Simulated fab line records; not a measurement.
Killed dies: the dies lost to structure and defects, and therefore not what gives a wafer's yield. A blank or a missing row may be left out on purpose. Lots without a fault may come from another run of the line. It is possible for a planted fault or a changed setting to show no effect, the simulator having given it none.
Split-lot study || flow n5 finfet || route with 1938 steps; 7 lots, 21 wafers read

ABOUT THE SPLIT
At N5_FIN_SAQP_FIN_ETCH_36 (etches the open film in HBr/Cl2/O2, target depth 120 nm, time 50.4 s), the setting icp w was moved away from the recipe's 800 W on 7 of the 21 wafers read, by -17.6% to +9.0%. The other wafers ran this setting at the recipe's value.

FROM THE SPLIT TO THE READING: what the file shows between them, 3 steps
- N5_FIN_SAQP_PRECLEAN_38: cleans in O3/DIW, time 45 s
- N5_FIN_SAQP_PRECLEAN_45: cleans in dHF, time 10 s
- N5_FIN_SAQP_SRD_39: time 30 s

THE READING
trench depth nm, in nm, at N5_FIN_SAQP_OCD_MEAS_76. Typical for fault-free wafers on this fab line: 119 nm, with standard deviation 3.2 nm.

{"wafer": "L075.1", "tool, chamber at the split": "rie si-05, 2", "icp w as run, W": 659.4, "against the recipe": "-17.6%", "trench depth nm, nm": 107, "against lot-mates on the recipe": -12}
{"wafer": "L075.2", "tool, chamber at the split": "rie si-05, 0", "icp w as run, W": 659.4, "against the recipe": "-17.6%", "trench depth nm, nm": 108, "against lot-mates on the recipe": -11}
{"wafer": "L075.5", "tool, chamber at the split": "rie si-05, 3", "icp w as run, W": 800, "against the recipe": "recipe", "trench depth nm, nm": 119, "against lot-mates on the recipe": "-"}
{"wafer": "L081.1", "tool, chamber at the split": "rie si-02, 0", "icp w as run, W": 800, "against the recipe": "recipe", "trench depth nm, nm": 121, "against lot-mates on the recipe": "-"}
{"wafer": "L081.2", "tool, chamber at the split": "rie si-02, 2", "icp w as run, W": 718.8, "against the recipe": "-10.2%", "trench depth nm, nm": 109, "against lot-mates on the recipe": -12}
{"wafer": "L081.5", "tool, chamber at the split": "rie si-02, 0", "icp w as run, W": 718.8, "against the recipe": "-10.2%", "trench depth nm, nm": 115, "against lot-mates on the recipe": -6}
{"wafer": "L084.1", "tool, chamber at the split": "rie si-02, 0", "icp w as run, W": 800, "against the recipe": "recipe", "trench depth nm, nm": 120, "against lot-mates on the recipe": "-"}
{"wafer": "L084.3", "tool, chamber at the split": "rie si-02, 3", "icp w as run, W": 800, "against the recipe": "recipe", "trench depth nm, nm": 118, "against lot-mates on the recipe": "-"}
{"wafer": "L084.6", "tool, chamber at the split": "rie si-02, 1", "icp w as run, W": 800, "against the recipe": "recipe", "trench depth nm, nm": 115, "against lot-mates on the recipe": "-"}
{"wafer": "L089.3", "tool, chamber at the split": "rie si-02, 0", "icp w as run, W": 800, "against the recipe": "recipe", "trench depth nm, nm": 119, "against lot-mates on the recipe": "-"}
{"wafer": "L089.5", "tool, chamber at the split": "rie si-02, 1", "icp w as run, W": 800, "against the recipe": "recipe", "trench depth nm, nm": 114, "against lot-mates on the recipe": "-"}
{"wafer": "L089.6", "tool, chamber at the split": "rie si-02, 0", "icp w as run, W": 800, "against the recipe": "recipe", "trench depth nm, nm": 118, "against lot-mates on the recipe": "-"}
{"wafer": "L092.3", "tool, chamber at the split": "rie si-02, 3", "icp w as run, W": 800, "against the recipe": "recipe", "trench depth nm, nm": 121, "against lot-mates on the recipe": "-"}
{"wafer": "L092.4", "tool, chamber at the split": "rie si-02, 2", "icp w as run, W": 800, "against the recipe": "recipe", "trench depth nm, nm": 116, "against lot-mates on the recipe": "-"}
{"wafer": "L092.5", "tool, chamber at the split": "rie si-02, 0", "icp w as run, W": 800, "against the recipe": "recipe", "trench depth nm, nm": 119, "against lot-mates on the recipe": "-"}
{"wafer": "L094.1", "tool, chamber at the split": "rie si-05, 2", "icp w as run, W": 670.9, "against the recipe": "-16.1%", "trench depth nm, nm": 106, "against lot-mates on the recipe": -9}
{"wafer": "L094.3", "tool, chamber at the split": "rie si-05, 1", "icp w as run, W": 670.9, "against the recipe": "-16.1%", "trench depth nm, nm": 109, "against lot-mates on the recipe": -6}
{"wafer": "L094.6", "tool, chamber at the split": "rie si-05, 2", "icp w as run, W": 800, "against the recipe": "recipe", "trench depth nm, nm": 115, "against lot-mates on the recipe": "-"}
{"wafer": "L096.1", "tool, chamber at the split": "rie si-05, 0", "icp w as run, W": 872, "against the recipe": "+9.0%", "trench depth nm, nm": 124, "against lot-mates on the recipe": "+7"}
{"wafer": "L096.3", "tool, chamber at the split": "rie si-05, 2", "icp w as run, W": 800, "against the recipe": "recipe", "trench depth nm, nm": 116, "against lot-mates on the recipe": "-"}
{"wafer": "L096.6", "tool, chamber at the split": "rie si-05, 3", "icp w as run, W": 800, "against the recipe": "recipe", "trench depth nm, nm": 118, "against lot-mates on the recipe": "-"}

FIT RESULTS
A straight line over all 21 wafers: trench depth nm changes by +0.613 nm for each +1% of icp w; r = +0.91; the points scatter about the line by 2.2 nm.
The same after taking each lot's own level away (the mean of its wafers on the recipe; 21 wafers): +0.627 nm for each +1%; r = +0.91; scatter 2.2 nm.
That fit puts the effect of the largest move of icp w on the reading at 11 nm.
The span of the lots' own levels, 115.0 to 121.0 nm, comes to 1.9 times the standard deviation stated above.
Consequently the slope shifts little with the lot-to-lot level, the two slopes agreeing.
Check: with one of the wafers moved furthest among these (-17.6%) left out of the fit, the line predicts -10.7 nm for it against its lot-mates. Against them it came out at -12 nm.

OTHER SPLITS ON THESE WAFERS
Other splits were also applied to these wafers ahead of the reading. Each is held against what the fit with the lots' levels taken away leaves over:
{"other split on the same wafers": "N5_FIN_SAQP_PEB_14 peb time s", "wafers away from the commonest value": 8, "r with trench depth nm (lot level and that fit taken away)": -0.07}
{"other split on the same wafers": "N5_FIN_SAQP_DEVELOP_15 develop time s", "wafers away from the commonest value": 5, "r with trench depth nm (lot level and that fit taken away)": "+0.13"}

THE WHOLE CHAIN: every reading that the file lists as answering this split, in the file's order
{"step": "N5_FIN_SAQP_FIN_ETCH_36", "what it does": "etches the open film in HBr/Cl2/O2, target depth 120 nm, time 50.4 s", "reading": "FIN_SAQP.feature depth nm (the simulator's own value, which no gauge read)", "change (the file's fit)": "+0.628 nm for each +1% of the setting", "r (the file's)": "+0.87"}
{"step": "N5_FIN_SAQP_FIN_ETCH_36", "what it does": "etches the open film in HBr/Cl2/O2, target depth 120 nm, time 50.4 s", "reading": "etch.depth nm (the simulator's own value, which no gauge read)", "change (the file's fit)": "+0.622 nm for each +1% of the setting", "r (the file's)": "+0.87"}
{"step": "N5_FIN_SAQP_OCD_MEAS_76", "what it does": "", "reading": "trench depth nm", "change (the file's fit)": "+0.63 nm for each +1% of the setting", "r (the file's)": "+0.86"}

FILE'S OWN FIT
trench depth nm changes by +0.63 nm for each +1% of icp w, r = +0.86.
